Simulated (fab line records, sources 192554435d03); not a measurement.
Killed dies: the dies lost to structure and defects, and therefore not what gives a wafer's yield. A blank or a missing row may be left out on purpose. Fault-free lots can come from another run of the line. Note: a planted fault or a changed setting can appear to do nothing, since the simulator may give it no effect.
Problem report, 8D (eight disciplines) form, completed by code ; flow n5 finfet ; the parts of the form that need people (team, actions taken, sign-off) are left out

## 1. THE ISSUE
At N5_BEOL_M3_COAT_67, spin speed rpm averages 1844.5 rpm over 6 wafers from 2 lots, while fault-free wafers read 1500.0 rpm, standard deviation 1.1. So: +99 or more standard deviations from the usual mean.
The step: time 60 s, resist thk 60 nm.
First observed at day 10 04:18: wafer L436.2, on litho track-05. Wafers with a number at this step in the record: 27, from 9 lots. Rule for "out" (also "out of limits"): further than 4 standard deviations from the usual mean. All remaining wafers that have a number are taken as sound.

## 2. WHAT IT IS AND WHAT IT IS NOT
question;is;is not
which readings at this step;spin speed rpm;dispense pressure kPa
which lots;L436, L437;L428, L429, L432, L439, L441, L443, L444
which wafers of those lots;all that have a number;-
read on which tools;litho track-05;litho track-01, litho track-02
when;from day 10 04:18;"up to then (9 sound wafers); but 12 sound wafers of L439, L441, L443, L444 came after"

## 3. THE SUSPECTS, EACH WITH WHAT RULES IT OUT
Counting: a tool at any process step up to the reading remains a suspect when it ran all the lots that are out and ran no sound lot after the first of those.
- litho track-05 at N5_BEOL_M3_COAT_67 (time 60 s, resist thk 60 nm): kept. It ran every lot that is out, first L436 (day 10 04:18), and no sound lot after that; its last sound lot up to then is L432 (day 8 15:13). On those wafers its own readings are out: spin speed rpm.
Left after counting: litho track-05 at N5_BEOL_M3_COAT_67.

## 4. THE CAUSE (what the simulator had put in)
Process parameter drift: litho track-05, from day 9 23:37 on, at N5_BEOL_M3_COAT_67. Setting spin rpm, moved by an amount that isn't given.
Only this tool survived the counting.

## 5. THE CHAIN OF EFFECTS, in route order
One row per reading whose mean, taken over the struck wafers that have a number, lies over 3 standard deviations from the usual. Only readings for which the record gives a usual standard deviation are gone through. hours: the time from each lot's start at the first step in this table that gives one to its start at this step, as a median over the lots. sigmas: the change in usual standard deviations.
hours;step;reading;usual;on struck wafers;change;sigmas
0;N5_BEOL_M3_COAT_67;spin speed rpm;1500.0 rpm;1844.5;+344.5;+99 or more
Here are the process steps it includes:
- N5_BEOL_M3_COAT_67: time 60 s, resist thk 60 nm.
Later steps that measure or inspect, where all struck wafers having a row at the step show a number for every such reading and not one has moved that far: N5_BEOL_M4_RC_MEAS_101.

## 6. WHAT WOULD HAVE CAUGHT IT SOONER
In this record the first reading out of limits was taken at day 10 04:18, 5 hours after the fault began at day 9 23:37.
